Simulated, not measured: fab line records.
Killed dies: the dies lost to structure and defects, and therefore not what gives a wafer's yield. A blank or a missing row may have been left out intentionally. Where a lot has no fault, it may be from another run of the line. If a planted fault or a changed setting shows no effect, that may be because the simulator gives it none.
A sampling plan put to the test	flow nand harc	one line in one fab, 20 faults in these records, each fault weighed on the records of the lots it struck
The line's own looks make up the plan; these are the steps of the route where a gauge or inspection reads the wafer and leaves it unchanged. A look can be judged if struck wafers have a number there and the file gives its usual mean and standard deviation on fault-free wafers. Caught: the struck wafers' mean, at a look after the fault's first step, is 4 or more of those standard deviations (sigma) away from the usual mean. On the tool: the identical test, applied to the tool's own readings at the steps of the fault. If the struck wafers alone have a blank record, or they carry another recipe, that too counts as caught.

== THE FAULTS, as the simulator had put them in ==
1. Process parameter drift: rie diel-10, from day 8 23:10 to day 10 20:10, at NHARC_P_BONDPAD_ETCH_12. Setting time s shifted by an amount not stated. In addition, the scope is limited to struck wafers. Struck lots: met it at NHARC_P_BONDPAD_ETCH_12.
2. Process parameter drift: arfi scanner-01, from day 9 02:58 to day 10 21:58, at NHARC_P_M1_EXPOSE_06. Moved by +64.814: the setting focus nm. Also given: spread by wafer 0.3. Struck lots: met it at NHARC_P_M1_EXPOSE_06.
3. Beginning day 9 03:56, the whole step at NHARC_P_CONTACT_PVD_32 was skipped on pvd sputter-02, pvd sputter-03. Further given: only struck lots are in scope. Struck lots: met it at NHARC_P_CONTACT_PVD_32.
4. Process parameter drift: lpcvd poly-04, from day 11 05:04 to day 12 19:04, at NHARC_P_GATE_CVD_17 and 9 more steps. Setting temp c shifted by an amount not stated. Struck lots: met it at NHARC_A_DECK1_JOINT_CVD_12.
5. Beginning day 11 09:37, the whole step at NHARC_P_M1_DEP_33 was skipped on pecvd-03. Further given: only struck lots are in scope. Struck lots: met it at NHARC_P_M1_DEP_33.
6. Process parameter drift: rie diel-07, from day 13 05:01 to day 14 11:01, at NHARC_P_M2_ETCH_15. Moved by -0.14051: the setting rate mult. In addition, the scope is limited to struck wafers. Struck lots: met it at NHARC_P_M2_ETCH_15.
7. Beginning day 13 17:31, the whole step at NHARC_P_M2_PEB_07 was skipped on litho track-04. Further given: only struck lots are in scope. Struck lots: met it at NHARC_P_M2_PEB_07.
8. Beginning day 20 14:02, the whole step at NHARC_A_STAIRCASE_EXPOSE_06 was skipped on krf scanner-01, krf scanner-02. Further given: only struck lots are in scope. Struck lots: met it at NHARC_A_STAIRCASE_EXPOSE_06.
9. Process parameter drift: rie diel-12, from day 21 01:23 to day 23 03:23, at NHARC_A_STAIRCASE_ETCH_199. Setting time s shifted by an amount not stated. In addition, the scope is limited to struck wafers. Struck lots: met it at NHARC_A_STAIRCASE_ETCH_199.
10. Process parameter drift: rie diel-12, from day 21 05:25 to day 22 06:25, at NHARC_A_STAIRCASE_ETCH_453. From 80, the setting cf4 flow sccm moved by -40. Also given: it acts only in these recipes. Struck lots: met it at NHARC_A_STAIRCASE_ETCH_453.
11. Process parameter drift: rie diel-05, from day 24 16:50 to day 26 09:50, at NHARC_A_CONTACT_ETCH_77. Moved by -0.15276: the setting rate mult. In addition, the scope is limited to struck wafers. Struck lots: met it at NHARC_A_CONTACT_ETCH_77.
12. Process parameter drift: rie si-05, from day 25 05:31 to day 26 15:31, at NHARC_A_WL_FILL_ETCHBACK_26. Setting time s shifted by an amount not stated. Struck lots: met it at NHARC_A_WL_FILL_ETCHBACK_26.
13. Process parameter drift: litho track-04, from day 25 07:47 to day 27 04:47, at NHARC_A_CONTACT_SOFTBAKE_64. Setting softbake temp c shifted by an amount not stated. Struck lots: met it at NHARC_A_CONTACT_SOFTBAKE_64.
14. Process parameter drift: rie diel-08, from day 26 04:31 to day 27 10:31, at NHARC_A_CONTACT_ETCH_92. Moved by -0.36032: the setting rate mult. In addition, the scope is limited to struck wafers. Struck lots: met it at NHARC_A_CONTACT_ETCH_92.
15. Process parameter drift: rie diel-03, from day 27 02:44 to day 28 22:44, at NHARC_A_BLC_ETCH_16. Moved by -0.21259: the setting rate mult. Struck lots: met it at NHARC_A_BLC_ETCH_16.
16. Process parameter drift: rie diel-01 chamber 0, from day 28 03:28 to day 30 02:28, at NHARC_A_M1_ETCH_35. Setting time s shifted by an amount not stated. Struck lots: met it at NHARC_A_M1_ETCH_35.
17. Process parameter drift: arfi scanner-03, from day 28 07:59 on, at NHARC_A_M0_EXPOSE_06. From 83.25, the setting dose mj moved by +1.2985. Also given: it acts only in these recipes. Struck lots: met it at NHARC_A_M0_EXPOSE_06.
18. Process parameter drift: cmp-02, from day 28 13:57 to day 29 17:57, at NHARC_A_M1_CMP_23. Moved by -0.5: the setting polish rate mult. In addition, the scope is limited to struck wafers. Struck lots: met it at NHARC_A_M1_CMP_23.
19. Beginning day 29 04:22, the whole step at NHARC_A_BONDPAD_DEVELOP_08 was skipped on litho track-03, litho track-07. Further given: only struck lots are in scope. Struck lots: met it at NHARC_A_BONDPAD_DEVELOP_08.
20. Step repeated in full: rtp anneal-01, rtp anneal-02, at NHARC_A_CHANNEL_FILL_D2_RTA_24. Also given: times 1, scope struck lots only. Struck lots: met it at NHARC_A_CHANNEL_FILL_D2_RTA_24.

== WHAT THE PLAN SAW ==
fault	on the tool itself	first look that catches it	reading, sigma	median hours from its first step to that look	hours from the fault's start to the first struck lot there	judged looks passed uncaught
1	run length s -17 sigma	no look after it can be judged	-	-	-	0
2	exposure dose mJ cm2 -9.5 sigma	not the one look that can be judged after it	-	-	-	1
3	the tool's record is blank for the struck wafers	no look after it can be judged	-	-	-	0
4	tube center temp C +99 or beyond sigma	no look after it can be judged	-	-	-	0
5	the tool's record is blank for the struck wafers	no look after it can be judged	-	-	-	0
6	only faintly: oes product au -2.9 sigma	no look after it can be judged	-	-	-	0
7	the tool's record is blank for the struck wafers	no look after it can be judged	-	-	-	0
8	no reading that can be judged	no look after it can be judged	-	-	-	0
9	run length s +4.0 sigma	not the one look that can be judged after it	-	-	-	1
10	throttle valve pct -99 or beyond sigma	not the one look that can be judged after it	-	-	-	1
11	oes product au -4.2 sigma	not the one look that can be judged after it	-	-	-	1
12	run length s -6.8 sigma	no look after it can be judged	-	-	-	0
13	heater power total W +31 sigma	not the one look that can be judged after it	-	-	-	1
14	oes product au -10 sigma	no look after it can be judged	-	-	-	0
15	oes product au -10 sigma	not the one look that can be judged after it	-	-	-	1
16	run length s -35 sigma	not the one look that can be judged after it	-	-	-	1
17	exposure dose mJ cm2 +15 sigma	not the one look that can be judged after it	-	-	-	1
18	only faintly: time to endpoint s +2.1 sigma	NHARC_A_M1_INSPECT_27	raw defect count +38	0.4	24	0
19	the tool's record is blank for the struck wafers	no look after it can be judged	-	-	-	0
20	under 2 sigma	not the one look that can be judged after it	-	-	-	1
Dash: fault not caught, or number not given in these records.

Caught at a look: 1 of 20. Caught on the tool: 16 of 20. By one or the other: 17 of 20.
Faults caught by the tool alone: 1, 2, 3, 4, 5, 7, 9, 10, 11, 12, 13, 14, 15, 16, 17, 19.
Caught at a look alone: fault 18.
Caught by neither: faults 6, 8, 20.

== THINNER SAMPLING ==
Were the look that catches a fault to measure just every second or every third lot (counted by lot number), the first struck lot would, at worst, be measured this late:
fault	struck lots at that look, in order of time	every lot	every second lot	every third lot
18	L997, L998	24 h	25 h	may miss all 2
Hours are from the fault's start to the first struck lot that is measured. 4 sigma limit: tested on the pooled struck wafers, so a lone lot may be under it. Other struck lots may not be in these records.

== THE LONGEST TIMED WAY FROM STEP TO LOOK ==
Fault 18: a median of 0.4 hours passes between NHARC_A_M1_CMP_23 and NHARC_A_M1_INSPECT_27. No look between them can be judged.
